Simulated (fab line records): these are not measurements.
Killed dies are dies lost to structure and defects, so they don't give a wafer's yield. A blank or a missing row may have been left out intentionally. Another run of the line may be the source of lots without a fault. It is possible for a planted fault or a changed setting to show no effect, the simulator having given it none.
Chamber matching    flow n5 finfet    4 sister chambers for N5_BEOL_M7_STRIP_67 on rie diel-06
The step strips in CF4. 20 wafers are shown with their chamber, then 10 later ones without.

== WAFERS WITH THEIR CHAMBER ==
wafer   chamber  showerhead plenum p Torr (Torr)  throttle valve pct (%)  oes product au (a.u.)
L077.4  0        1.89                             13.34                   0.85
L077.5  2        1.71                             14.05                   0.72
L077.6  1        1.82                             13.22                   0.91
L074.1  0        1.89                             13.36                   0.85
L074.4  2        1.71                             14.07                   0.71
L074.5  0        1.89                             13.35                   0.86
L078.2  2        1.71                             14.10                   0.71
L078.4  0        1.89                             13.37                   0.84
L078.5  0        1.89                             13.37                   0.85
L080.1  3        1.83                             13.02                   0.89
L080.4  2        1.71                             14.11                   0.70
L080.6  0        1.89                             13.40                   0.84
L081.1  3        1.83                             13.02                   0.90
L081.3  1        1.82                             13.23                   0.89
L081.6  1        1.82                             13.24                   0.90
L083.1  2        1.70                             14.10                   0.71
L083.4  3        1.83                             13.05                   0.87
L083.5  2        1.70                             14.12                   0.70
L085.2  2        1.70                             14.13                   0.70
L085.3  0        1.88                             13.40                   0.84

SIGNATURES (means of the wafers above)
reading                   chamber 0  chamber 1  chamber 2  chamber 3  scatter within a chamber
showerhead plenum p Torr  1.8886     1.8200     1.7057     1.8300     0.00401
throttle valve pct        13.3700    13.2300    14.0971    13.0300    0.0234
oes product au            0.8471     0.9000     0.7071     0.8867     0.00919
Rule: a wafer's distance from a chamber is the root of the sum, over the readings, of the square of ((its reading less the chamber's mean) divided by the reading's scatter). If the next closest chamber is less than 2 further off than the closest, the wafer can't be placed; otherwise it belongs to the closest. The scatter: the root of (the sum of the squares of (reading less its chamber's mean) over the shown wafers, divided by (wafers less chambers)).

== WAFERS WITH NO CHAMBER GIVEN ==
wafer   showerhead plenum p Torr (Torr)  throttle valve pct (%)  oes product au (a.u.)
L085.4  1.83                             13.05                   0.87
L087.2  1.82                             13.29                   0.87
L087.4  1.70                             14.14                   0.69
L087.5  1.82                             13.28                   0.88
L093.1  1.82                             13.10                   0.85
L093.4  1.82                             13.31                   0.86
L093.5  1.82                             13.08                   0.85
L096.3  1.88                             13.45                   0.80
L096.4  1.70                             14.17                   0.68
L096.5  1.82                             13.11                   0.84

== WHICH CHAMBER EACH ONE RAN IN ==
wafer   from the rows above      in truth
L085.4  3                        3
L087.2  1                        1
L087.4  2                        2
L087.5  1                        1
L093.1  3                        3
L093.4  1                        1
L093.5  3                        3
L096.3  0                        0
L096.4  2                        2
L096.5  can't be placed: 3 or 1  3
Correct placement for 9 of the 10. Not placeable from these rows: 1 (in 1, the candidates include the true chamber). Wrongly placed: 0.
